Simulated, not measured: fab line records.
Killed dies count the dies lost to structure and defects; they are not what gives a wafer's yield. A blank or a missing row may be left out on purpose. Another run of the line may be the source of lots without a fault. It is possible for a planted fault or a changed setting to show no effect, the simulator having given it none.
fab line records	flow n5_finfet
[record] lots = 10	wafers = 30	last_day = 21
route steps=1938 shown BEOL_M1@799 BEOL_M4@1111 PASSIVATION@1936
lots untouched by any fault: they come from a run of this same line in which no faults occurred
start_h: start of the lot's first displayed wafer, in hours after the record's first day	wait_h: hours elapsed since this lot's preceding step	" repeats the value in the row above	L1.1+2: several wafers, shown together as one row	- no value, or no start was given	* or withheld: withheld	< > ~ a bound
route shown NAME@n: a module of which the file shows steps, and the number in the route of the first	usual: average and standard deviation across the fault-free wafers	same: alike in all rows	chamber/n: place in a boat	sites: the reading at each site	_std_site: the standard deviation of these	_edge_site: outer sites' mean less inner sites'	radius_mm: for every site, how far away it sits from the centre of the wafer	mask NAME#n: copy n	behind: tool/chamber where the wafer was last shaped	hold: the reason the lot was held/the length of the hold in hours/how it ended	device: which transistor (n, p or np) failed to switch	end of line: the same wafers' tests at the end of the route	step lacking rows: just its recipe	killed: at the first sort, the dies lost to defects and structure; wafer yield is something else	map: dies across one wafer; x = killed, . = not, _ = none there
set.NAME: the setting that was run; set.NAME@STEP: the one run at that earlier step	model.NAME: the simulator's own value behind a step, which no gauge read
steps of the route over a sample of lots; a table a step, a row a wafer
services: from which hour (start_h, from the record's first day; less than 0 if before it) a tool's chamber was out of use, for how many hours, and why
[[steps]]
[step N5_BEOL_M1_STRIP_36]
[recipe] chemistry = N2/H2	power_w = 450	temp_c = 40	pressure_mtorr = 20	rf_frequency_hz = 6e+07	overash_fraction = 0.3	bias_power_w = 7	h2_frac = 0.5	n2_flow_sccm = 200	h2_flow_sccm = 200
[usual] drypump_motor_current_A = 5.6/0.43	oes_product_au = 0.76/0.064	power_w = 450.2/1.2	rf_vpp_V = 59.3/1.2	showerhead_plenum_p_Torr = 2.54/0.1	throttle_valve_pct = 23.8/0.38
lot.wafer	tool	chamber	start_h	wait_h	drypump_motor_current_A	oes_product_au	power_w	rf_hours_counter_h	rf_vpp_V	showerhead_plenum_p_Torr	throttle_valve_pct
L996.2	rie_diel-06	1	196.64	0.0	5.6	0.79	449.5	86	58.4	2.65	23.1
L996.4	"	3	"	"	6.0	0.99	448.2	5	60.3	2.59	23.5
L996.5	"	2	"	"	5.5	0.69	448.3	-	59.6	2.49	23.7
L100.1	rie_diel-05	1	200.65	0.0	5.6	0.71	448.5	208	59.7	2.64	23.9
L100.4	"	3	"	"	5.8	0.71	449.5	172	58.7	2.43	23.5
L100.5	"	3	"	"	5.7	0.72	450.2	-	59.4	2.43	23.5
L997.3	rie_diel-06	2	200.68	0.0	5.5	0.71	450.5	226	61.3	2.49	23.7
L997.5	"	1	"	"	5.5	0.80	450.2	-	58.9	2.65	23.1
L997.6	"	0	"	"	5.8	0.77	451.6	-	60.5	2.56	24.0
L102.2	rie_diel-05	2	204.04	0.0	6.1	0.78	451.1	133	60.6	2.68	24.1
L102.3	"	1	"	"	5.6	0.70	451.4	210	59.5	2.64	23.9
L102.4	"	3	"	"	5.7	0.72	449.2	173	57.6	2.43	23.5
L999.2	rie_diel-02	3	205.68	0.0	5.7	0.85	451.0	81	58.7	2.49	24.6
L999.3	"	2	"	"	5.0	0.73	450.4	218	59.3	2.61	23.7
L999.6	"	1	"	"	6.4	0.82	452.9	-	60.0	2.67	23.3
L103.1	rie_diel-02	1	225.03	0.0	6.4	0.80	448.2	92	58.8	2.67	23.3
L103.2	"	3	"	"	5.7	0.85	450.7	88	60.3	2.49	24.6
L103.6	"	2	"	"	5.0	0.72	450.5	-	57.9	2.61	23.6
L104.2	rie_diel-05	2	228.45	0.0	6.1	0.76	451.3	141	59.9	2.68	24.1
L104.5	"	3	"	"	5.7	0.73	450.8	-	57.5	2.43	23.5
L104.6	"	0	"	"	5.0	0.72	447.8	-	60.6	2.41	23.8
L106.3	rie_diel-02	0	235.79	0.0	4.8	0.69	450.2	249	59.0	2.37	24.0
L106.4	"	3	"	"	5.7	0.84	452.5	91	59.6	2.49	24.7
L106.6	"	0	"	"	4.9	0.69	449.9	-	60.6	2.38	24.1
L108.2	rie_diel-02	3	250.38	0.0	5.7	0.84	450.6	94	59.7	2.49	24.7
L108.3	"	1	"	"	6.4	0.80	451.5	98	58.8	2.66	23.3
L108.5	"	1	"	"	6.4	0.80	450.5	-	58.8	2.66	23.3
L113.4	rie_diel-05	0	270.90	0.0	5.0	0.70	450.6	198	59.2	2.41	23.8
L113.5	"	0	"	"	5.0	0.70	450.2	-	59.4	2.41	23.8
L113.6	"	1	"	"	5.6	0.70	450.8	-	60.1	2.63	23.9
[step N5_BEOL_M1_CD_MEAS_35]
[recipe] target_cd_nm = 18	target_cd_y_nm = 21	polarity = opening
[usual] cd_nm = 17.9/0.43
lot.wafer	tool	chamber	start_h	wait_h	cd_nm
L996.2	cd_sem-01	-	196.99	0.0	17.8
L996.4	"	-	"	"	17.7
L996.5	"	-	"	"	17.1
L100.1	cd_sem-01	-	201.01	0.0	18.8
L100.4	"	-	"	"	18.5
L100.5	"	-	"	"	19.1
L997.3	cd_sem-02	-	201.13	0.0	18.2
L997.5	"	-	"	"	18.1
L997.6	"	-	"	"	17.5
L102.2	cd_sem-01	-	204.40	0.0	18.5
L102.3	"	-	"	"	18.2
L102.4	"	-	"	"	18.1
L999.2	cd_sem-03	-	206.04	0.0	17.3
L999.3	"	-	"	"	17.4
L999.6	"	-	"	"	17.1
L103.1	cd_sem-03	-	225.49	0.0	17.8
L103.2	"	-	"	"	18.1
L103.6	"	-	"	"	17.3
L104.2	cd_sem-01	-	228.80	0.0	17.1
L104.5	"	-	"	"	17.3
L104.6	"	-	"	"	17.6
L106.3	cd_sem-01	-	236.15	0.0	17.8
L106.4	"	-	"	"	17.9
L106.6	"	-	"	"	17.8
L108.2	cd_sem-01	-	250.73	0.0	18.1
L108.3	"	-	"	"	17.8
L108.5	"	-	"	"	17.9
L113.4	cd_sem-01	-	271.25	0.0	18.3
L113.5	"	-	"	"	18.2
L113.6	"	-	"	"	18.6
[step N5_BEOL_M1_DEGAS_44]
[recipe] ambient = vacuum	temp_c = 250	time_s = 60
[usual] heater_power_w = 315/30
lot.wafer	tool	chamber	start_h	wait_h	heater_power_w
L996.2	pvd_sputter-02	-	197.94	1.0	345
L996.4	"	-	"	"	284
L996.5	"	-	"	"	279
L100.1	pvd_sputter-01	-	201.31	0.3	353
L100.4	"	-	"	"	317
L100.5	"	-	"	"	296
L997.3	pvd_sputter-02	-	201.34	0.2	305
L997.5	"	-	"	"	307
L997.6	"	-	"	"	276
L102.2	pvd_sputter-01	-	204.69	0.3	308
L102.3	"	-	"	"	371
L102.4	"	-	"	"	295
L999.2	pvd_sputter-03	-	206.90	0.9	338
L999.3	"	-	"	"	300
L999.6	"	-	"	"	272
L103.1	pvd_sputter-01	-	225.89	0.4	339
L103.2	"	-	"	"	299
L103.6	"	-	"	"	369
L104.2	pvd_sputter-02	-	228.84	0.0	276
L104.5	"	-	"	"	282
L104.6	"	-	"	"	311
L106.3	pvd_sputter-02	-	236.29	0.1	286
L106.4	"	-	"	"	285
L106.6	"	-	"	"	280
L108.2	pvd_sputter-01	-	250.77	0.0	344
L108.3	"	-	"	"	314
L108.5	"	-	"	"	358
L113.4	pvd_sputter-02	-	271.89	0.6	347
L113.5	"	-	"	"	310
L113.6	"	-	"	"	282
[step N5_BEOL_M1_CVD_47]
[recipe] material = Co	target_thk_a = 30	temp_c = withheld	precursor = CCTBA/H2	pressure_torr = 30	time_s = 223.8
[usual] run_length_s = 246.6/0.56
lot.wafer	tool	chamber	start_h	wait_h	run_length_s
L996.2	cvd_co-02	2	198.35	0.1	246.1
L996.4	"	0	"	"	247.0
L996.5	"	2	"	"	245.9
L100.1	cvd_co-01	2	201.80	0.0	247.1
L100.4	"	0	"	"	247.4
L100.5	"	1	"	"	245.9
L997.3	cvd_co-02	1	201.93	0.1	246.8
L997.5	"	2	"	"	246.4
L997.6	"	1	"	"	247.2
L102.2	cvd_co-02	0	205.24	0.0	246.5
L102.3	"	2	"	"	246.1
L102.4	"	1	"	"	246.7
L999.2	cvd_co-01	1	207.58	0.1	245.7
L999.3	"	0	"	"	246.8
L999.6	"	0	"	"	246.8
L103.1	cvd_co-02	0	228.29	0.1	100.5
L103.2	"	1	"	"	100.9
L103.6	"	0	"	"	246.3
L104.2	cvd_co-01	1	229.34	0.1	245.6
L104.5	"	2	"	"	247.7
L104.6	"	0	"	"	247.8
L106.3	cvd_co-01	2	238.58	0.1	246.9
L106.4	"	1	"	"	245.7
L106.6	"	2	"	"	246.8
L108.2	cvd_co-02	2	251.47	0.3	100.1
L108.3	"	0	"	"	246.5
L108.5	"	1	"	"	101.0
L113.4	cvd_co-01	2	272.62	0.2	247.0
L113.5	"	0	"	"	247.4
L113.6	"	1	"	"	245.8
[step N5_BEOL_M4_RC_MEAS_101]
[usual] DIBL_N = 36.1/2.3	DIBL_P = 36/3.2	IOFF_N = 0.16/0.045	IOFF_P = 0.21/0.049	ION_N = 674/14	ION_P = 462/8.4	SS_N = 71.6/0.83	SS_P = 73.2/0.87	VT_N = 249/3.8	VT_P = -250/3.4
lot.wafer	tool	chamber	start_h	wait_h	DIBL_N[mV/V]	DIBL_P[mV/V]	IOFF_N[nA/um]	IOFF_P[nA/um]	ION_N[uA/um]	ION_P[uA/um]	SS_N[mV/dec]	SS_P[mV/dec]	VT_N[mV]	VT_P[mV]
L996.2	prober-02	0	277.70	0.2	35.9	36	0.16	0.18	671	449	71.5	74.0	248	-250
L996.4	"	0	"	"	31.9	31	0.10	0.13	663	451	69.7	72.0	252	-256
L996.5	"	0	"	"	35.3	34	0.16	0.17	670	453	70.8	72.7	246	-255
L102.2	prober-02	0	297.29	0.2	34.9	35	0.13	0.20	682	472	71.0	73.2	253	-250
L102.3	"	0	"	"	35.4	33	0.13	0.17	662	458	71.3	72.0	251	-255
L102.4	"	0	"	"	34.2	33	0.11	0.15	648	444	70.2	72.0	257	-256
L100.1	prober-01	0	303.85	0.0	33.8	34	0.16	0.22	667	462	71.5	73.0	248	-248
L100.4	"	0	"	"	34.2	34	0.14	0.21	662	460	71.5	72.4	250	-249
L100.5	"	0	"	"	34.2	34	0.15	0.21	684	474	71.1	73.1	248	-249
L997.3	prober-02	0	311.05	0.3	37.8	38	0.18	0.23	684	470	72.6	73.9	251	-250
L997.5	"	0	"	"	42.2	44	0.31	0.34	692	471	73.7	76.2	243	-247
L997.6	"	0	"	"	36.9	37	0.17	0.22	694	468	71.5	73.5	246	-250
L999.2	prober-01	0	313.61	0.2	31.5	30	0.09	0.14	645	446	70.8	72.5	257	-254
L999.3	"	0	"	"	30.9	30	0.09	0.14	657	456	69.4	71.8	254	-252
L999.6	"	0	"	"	30.0	29	0.09	0.13	653	455	69.6	71.3	256	-255
L106.3	prober-01	0	329.74	0.3	31.4	30	0.09	0.13	645	446	69.8	72.4	255	-258
L106.4	"	0	"	"	37.2	36	0.19	0.20	672	462	71.5	73.5	247	-249
L106.6	"	0	"	"	36.4	35	0.16	0.19	668	458	71.4	73.7	250	-254
L103.1	prober-02	0	344.81	0.0	37.5	37	0.18	0.23	666	457	72.6	73.9	248	-250
L103.2	"	0	"	"	32.3	30	0.11	0.14	656	448	70.9	71.3	255	-256
L103.6	"	0	"	"	33.1	31	0.11	0.15	658	453	71.1	72.1	252	-254
L104.2	prober-02	0	347.82	0.2	36.9	34	0.16	0.20	689	470	70.9	72.9	249	-247
L104.5	"	0	"	"	38.7	37	0.19	0.24	693	472	71.8	74.2	243	-245
L104.6	"	0	"	"	39.8	37	0.22	0.24	688	465	71.8	73.6	243	-247
L108.2	prober-02	0	355.66	0.2	36.0	35	0.16	0.22	669	460	71.3	72.8	248	-247
L108.3	"	0	"	"	34.3	33	0.15	0.20	670	459	71.2	72.3	248	-248
L108.5	"	0	"	"	38.8	39	0.24	0.29	688	464	72.0	73.4	243	-247
L113.4	prober-01	0	394.25	0.5	37.5	39	0.20	0.25	683	463	72.7	73.3	246	-248
L113.5	"	0	"	"	40.1	42	0.24	0.29	679	461	72.7	74.2	246	-248
L113.6	"	0	"	"	37.4	38	0.19	0.24	681	466	72.0	73.7	247	-247
[step N5_PASSIVATION_PROBE_49]
[usual] defect_limited_yield = 90.9/1.6	killed_at_M0_to_M3 = 37/11	killed_at_M4_up = 15/5.6	killed_at_contacts = 13/6.4	killed_at_front_end = 39/11	killed_at_other = 4/3.1	killed_dies = 107/19	killed_on_rim = 14/4.3	killed_open = 71/14	killed_short = 34/7.8	sort_bin_4_leakage = 0.01/0.053	sort_bin_5_function = 5.3/1	sort_bin_6_memory = 3.4/0.72	sort_bin_8_speed = 0.0/0.42	sort_n_pass = 1072/20	sort_yield_pct = 90.9/1.7
[same] gross_dies = 1180	killed_at_back_side = 0
lot.wafer	tool	chamber	start_h	wait_h	defect_limited_yield[%]	killed_at_M0_to_M3	killed_at_M4_up	killed_at_contacts	killed_at_front_end	killed_at_other	killed_dies	killed_on_rim	killed_open	killed_short	sort_bin_4_leakage[%]	sort_bin_5_function[%]	sort_bin_6_memory[%]	sort_bin_8_speed[%]	sort_n_pass	sort_yield_pct[%]
L102.2	prober-02	-	429.19	0.1	91.3	15	26	19	38	5	103	16	73	26	0	4.7	3.7	0	1077	91.3
L102.3	prober-02	-	429.24	0.1	92.5	25	9	10	43	1	88	11	62	23	0	4.6	2.6	0	1092	92.5
L102.4	prober-02	-	429.29	0.2	88.6	35	32	13	52	2	134	14	95	37	0	7.4	3.6	0.2	1044	88.5
L999.2	prober-02	-	434.96	0.1	90.5	35	10	21	44	2	112	22	75	35	0	6.4	3.1	0.7	1060	89.8
L999.3	prober-02	-	435.01	0.1	92.5	31	13	12	28	4	88	10	53	34	0	4.8	2.4	0	1092	92.5
L999.6	prober-02	-	435.16	0.3	93.3	26	16	9	24	4	79	6	41	36	0	3.7	2.5	0	1101	93.3
L100.1	prober-01	-	435.53	0.0	88.5	56	12	16	46	6	136	13	83	49	0	6.5	4.3	0	1044	88.5
L106.3	prober-01	-	447.85	0.1	90.4	34	23	24	31	1	113	15	68	43	0	5.8	3.5	0	1067	90.4
L106.4	prober-01	-	447.90	0.2	91.8	24	14	23	34	2	97	12	68	27	0	4.9	3.2	0	1083	91.8
L106.6	prober-01	-	448.00	0.3	90.2	30	31	27	28	0	116	23	67	48	0	5.3	4.3	0	1064	90.2
L103.1	prober-01	-	467.93	0.0	92.6	35	6	11	31	4	87	9	50	37	0	4.1	3.3	0	1093	92.6
L103.2	prober-01	-	467.98	0.1	89.8	53	15	19	28	5	120	15	76	42	0	6.0	3.6	0	1060	89.8
L103.6	prober-01	-	468.18	0.3	92.9	30	12	15	25	2	84	11	56	26	0	4.0	3.1	0	1096	92.9
L104.2	prober-02	-	469.07	0.1	92.3	28	9	5	49	0	91	19	72	18	0	4.1	3.1	0	1089	92.3
L104.5	prober-02	-	469.22	0.2	89.6	39	23	5	53	3	123	17	87	33	0	5.7	4.3	0	1057	89.6
L104.6	prober-02	-	469.27	0.3	91.7	35	14	4	38	7	98	10	65	30	0	4.7	3.2	0	1082	91.7
L113.4	prober-02	-	506.92	0.6	88.6	68	3	14	49	1	135	16	93	40	0	6.4	4.4	0	1045	88.6
L113.5	prober-02	-	506.97	0.7	90.5	34	14	10	50	4	112	23	65	44	0	5.6	3.2	0	1068	90.5
L113.6	prober-02	-	507.02	0.7	93.2	37	7	4	29	3	80	15	54	25	0	4.4	2.4	0	1100	93.2
// killed by level:class
L102.2 FIN_SAQP:geometric_particle:open=18 MOL_CONTACT_COAG:geometric_particle:open=16 BEOL_M4:geometric_particle:open=16 FIN_SAQP:geometric_particle:short=9 STI_FIN_REVEAL:geometric_particle:open=4 MOL_CONTACT_COAG:geometric_particle:short=3 SD_EPI_N:coat_microbubble_printed=2 GATE_CUT:geometric_particle:short=2
L102.3 FIN_SAQP:geometric_particle:open=14 MOL_CONTACT_COAG:geometric_particle:open=10 BEOL_M3:geometric_particle:open=10 STI_FIN_REVEAL:geometric_particle:open=9 GATE_CUT:geometric_particle:short=7 FIN_SAQP:geometric_particle:short=4 BEOL_M4:geometric_particle:open=4 BEOL_M0:geometric_particle:short=3
L102.4 BEOL_M4:geometric_particle:open=19 FIN_SAQP:geometric_particle:open=17 MOL_CONTACT_COAG:geometric_particle:open=13 BEOL_M3:geometric_particle:open=11 FIN_SAQP:geometric_particle:short=8 STI_FIN_REVEAL:geometric_particle:open=8 BEOL_M2:geometric_particle:open=7 BEOL_M3:geometric_particle:short=5
L999.2 MOL_CONTACT_COAG:geometric_particle:open=16 DUMMY_GATE:geometric_particle:open=9 BEOL_M0_SAQP:geometric_particle:open=9 FIN_SAQP:geometric_particle:open=8 BEOL_M0_SAQP:geometric_particle:short=8 FIN_SAQP:geometric_particle:short=7 STI_FIN_REVEAL:geometric_particle:open=7 BEOL_M2:geometric_particle:open=7
L999.3 MOL_CONTACT_COAG:geometric_particle:open=9 BEOL_M0_SAQP:geometric_particle:open=9 GATE_CUT:geometric_particle:short=7 BEOL_M2:geometric_particle:open=6 BEOL_M4:geometric_particle:open=6 GATE_CUT:geometric_particle:open=5 BEOL_M0_SAQP:geometric_particle:short=5 FIN_SAQP:geometric_particle:open=4
L999.6 MOL_CONTACT_COAG:geometric_particle:open=7 BEOL_M4:geometric_particle:open=7 FIN_SAQP:geometric_particle:short=6 GATE_CUT:geometric_particle:short=6 BEOL_M2:geometric_particle:open=6 BEOL_M3:geometric_particle:open=5 BEOL_M2:geometric_particle:short=4 BEOL_M0_SAQP:geometric_particle:short=4
L100.1 MOL_CONTACT_COAG:geometric_particle:open=14 BEOL_M2:geometric_particle:open=14 FIN_SAQP:geometric_particle:short=13 BEOL_M3:geometric_particle:open=11 FIN_SAQP:geometric_particle:open=10 BEOL_M0_SAQP:geometric_particle:short=8 BEOL_M0_SAQP:geometric_particle:open=8 STI_FIN_REVEAL:geometric_particle:open=7
L106.3 MOL_CONTACT_COAG:geometric_particle:open=19 BEOL_M4:geometric_particle:open=13 FIN_SAQP:geometric_particle:short=9 BEOL_M0_SAQP:geometric_particle:short=7 BEOL_M2:geometric_particle:short=7 BEOL_M0_SAQP:geometric_particle:open=6 BEOL_M2:geometric_particle:open=6 BEOL_M4:geometric_particle:short=5
L106.4 MOL_CONTACT_COAG:geometric_particle:open=22 FIN_SAQP:geometric_particle:open=7 FIN_SAQP:geometric_particle:short=7 STI_FIN_REVEAL:geometric_particle:open=6 BEOL_M0:geometric_particle:open=4 DUMMY_GATE:geometric_particle:open=3 BEOL_M0_SAQP:geometric_particle:short=3 BEOL_M0_SAQP:geometric_particle:open=3
L106.6 BEOL_M4:geometric_particle:open=17 MOL_CONTACT_COAG:geometric_particle:open=15 MOL_CONTACT_COAG:geometric_particle:short=12 BEOL_M0_SAQP:geometric_particle:short=8 BEOL_M0_SAQP:geometric_particle:open=5 BEOL_M2:geometric_particle:short=5 STI_FIN_REVEAL:geometric_particle:open=4 BEOL_M1:geometric_particle:short=4
L103.1 MOL_CONTACT_COAG:geometric_particle:open=9 BEOL_M0_SAQP:geometric_particle:open=9 BEOL_M0_SAQP:geometric_particle:short=9 BEOL_M1:geometric_particle:open=8 FIN_SAQP:geometric_particle:short=7 FIN_SAQP:geometric_particle:open=5 GATE_CUT:geometric_particle:short=5 STI_FIN_REVEAL:geometric_particle:open=4
L103.2 BEOL_M1:geometric_particle:open=17 MOL_CONTACT_COAG:geometric_particle:open=15 BEOL_M0_SAQP:geometric_particle:short=9 BEOL_M0_SAQP:geometric_particle:open=8 BEOL_M4:geometric_particle:open=7 BEOL_M3:geometric_particle:open=6 BEOL_M1:geometric_particle:short=5 STI_FIN_REVEAL:geometric_particle:open=4
L103.6 MOL_CONTACT_COAG:geometric_particle:open=9 BEOL_M0_SAQP:geometric_particle:open=7 STI_FIN_REVEAL:geometric_particle:open=6 BEOL_M1:geometric_particle:open=6 BEOL_M0_SAQP:geometric_particle:short=6 MOL_CONTACT_COAG:geometric_particle:short=5 BEOL_M3:geometric_particle:open=5 BEOL_M4:geometric_particle:open=5
L104.2 STI_FIN_REVEAL:geometric_particle:open=15 BEOL_M3:geometric_particle:open=13 DUMMY_GATE:geometric_particle:open=8 FIN_SAQP:geometric_particle:open=6 MOL_CONTACT_COAG:geometric_particle:open=5 BEOL_M1:geometric_particle:open=5 BEOL_M4:geometric_particle:open=5 DUMMY_GATE:geometric_particle:short=4
L104.5 BEOL_M4:geometric_particle:open=17 FIN_SAQP:geometric_particle:open=14 BEOL_M3:geometric_particle:open=12 BEOL_M1:geometric_particle:open=10 STI_FIN_REVEAL:geometric_particle:open=8 FIN_SAQP:geometric_particle:short=7 GATE_CUT:geometric_particle:short=5 DUMMY_GATE:geometric_particle:open=5
L104.6 STI_FIN_REVEAL:geometric_particle:open=9 BEOL_M1:geometric_particle:open=9 DUMMY_GATE:geometric_particle:open=8 BEOL_M4:geometric_particle:open=7 FIN_SAQP:geometric_particle:short=6 BEOL_M3:geometric_particle:open=6 BEOL_M0_SAQP:geometric_particle:open=5 BEOL_M2:geometric_particle:open=4
L113.4 BEOL_M0_SAQP:geometric_particle:open=23 BEOL_M0_SAQP:geometric_particle:short=14 STI_FIN_REVEAL:geometric_particle:open=12 BEOL_M3:geometric_particle:open=12 FIN_SAQP:geometric_particle:open=11 MOL_CONTACT_COAG:geometric_particle:open=10 FIN_SAQP:geometric_particle:short=9 BEOL_M2:geometric_particle:open=9
L113.5 FIN_SAQP:geometric_particle:short=17 FIN_SAQP:geometric_particle:open=11 BEOL_M0_SAQP:geometric_particle:open=10 MOL_CONTACT_COAG:geometric_particle:open=8 BEOL_M2:geometric_particle:open=6 BEOL_M3:geometric_particle:open=6 SPACER0:geometric_particle:short=5 BEOL_M0_SAQP:geometric_particle:short=5
L113.6 BEOL_M1:geometric_particle:open=8 BEOL_M0_SAQP:geometric_particle:short=7 FIN_SAQP:geometric_particle:open=5 BEOL_M0_SAQP:geometric_particle:open=5 BEOL_M3:geometric_particle:open=5 STI_FIN_REVEAL:geometric_particle:open=4 MOL_CONTACT_COAG:geometric_particle:open=4 BEOL_M0:geometric_particle:open=4
[[services]]
tool	chamber	start_h	hours	kind
rie_diel-05	3	183.44	8.8	repair
cvd_co-02	-	188.89	6.0	pm
rie_diel-02	-	192.18	1.3	repair
rie_diel-02	2	210.62	5.7	repair
cvd_co-01	1	211.05	4.3	repair
rie_diel-06	0	211.17	17.1	repair
pvd_sputter-03	-	216.35	1.0	repair
rie_diel-05	3	216.50	6.9	repair
rie_diel-02	0	239.75	-	clean
rie_diel-02	0	239.75	-	consumable_replace:focus_ring
rie_diel-02	0	239.75	-	consumable_replace:showerhead
rie_diel-02	0	239.75	23.9	scheduled_down
rie_diel-02	0	239.75	23.9	vent_cycle
rie_diel-06	-	246.41	0.3	repair
[[key]]
[first_sign] step = N5_BEOL_M1_CVD_47	reading = run_length_s	direction = down	sigmas = 99+	usual = *	struck = *
effect none on later readings
met_at N5_BEOL_M1_CVD_47
struck_lots L103,L108
struck_wafers L103.1,L103.2,L108.2,L108.5
not_acting_at N5_BEOL_M1_STRIP_36,N5_BEOL_M1_CD_MEAS_35,N5_BEOL_M1_DEGAS_44
onset_between 205.24 228.29
[fault] kind = process_parameter_drift	tool = cvd_co-02	chamber = -	onset_h = 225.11	steps = N5_BEOL_M1_CVD_47	channel = time_s	offset = *	shape = step	end_h = 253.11	scope = struck_wafers_only	acts_in = *	stated = *
